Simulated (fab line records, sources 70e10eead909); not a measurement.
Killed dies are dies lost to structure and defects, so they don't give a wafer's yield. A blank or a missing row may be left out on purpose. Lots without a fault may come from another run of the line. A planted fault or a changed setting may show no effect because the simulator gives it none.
Chamber matching | flow nand_harc | NHARC_P_CONTACT_CMP_01 on cmp-04: 4 sister chambers
The step polishes SiO2, target thk 200 nm. 8 wafers are shown with their chamber, then 12 later ones without.

WAFERS WITH THEIR CHAMBER
wafer  | chamber | motor_current_A (A)
L086.4 | 1       | 11.1
L086.6 | 0       | 10.6
L088.1 | 2       | 10.2
L090.4 | 1       | 11.7
L090.5 | 3       | 14.6
L091.2 | 2       | 9.8
L091.3 | 3       | 14.6
L091.6 | 0       | 10.6

WAFERS WITHOUT THEIR CHAMBER
wafer  | motor_current_A (A)
L094.1 | 11.0
L094.2 | 11.2
L094.5 | 10.0
L095.2 | 11.4
L095.3 | 11.0
L095.5 | 11.3
L096.3 | 9.6
L096.5 | 10.4
L096.6 | 10.9
L097.3 | 10.1
L097.4 | 11.0
L097.6 | 10.7

WHICH CHAMBER EACH WENT THROUGH
wafer  | from the rows above     | in truth
L094.1 | can't be placed: 1 or 0 | 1
L094.2 | can't be placed: 1 or 0 | 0
L094.5 | 2                       | 2
L095.2 | 1                       | 1
L095.3 | can't be placed: 1 or 0 | 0
L095.5 | 1                       | 1
L096.3 | 2                       | 2
L096.5 | can't be placed: 0 or 2 | 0
L096.6 | can't be placed: 0 or 1 | 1
L097.3 | can't be placed: 2 or 0 | 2
L097.4 | can't be placed: 1 or 0 | 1
L097.6 | 0                       | 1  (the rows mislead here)
Placed correctly: 4 of 12. Can't be placed from these rows: 7 (the true chamber is among the candidates in 7). Placed wrongly: 1.
How it was worked out, from the rows above alone: a wafer's distance from a chamber is the root of the sum, over the readings, of the square of ((its reading less the chamber's mean) divided by the reading's scatter). The wafer belongs to the nearest chamber; if the next one is less than 2 further off, it can't be placed. A chamber's mean is the mean of its shown wafers. The scatter: the root of (the sum of the squares of (reading less its chamber's mean) over the shown wafers, divided by (wafers less chambers)).
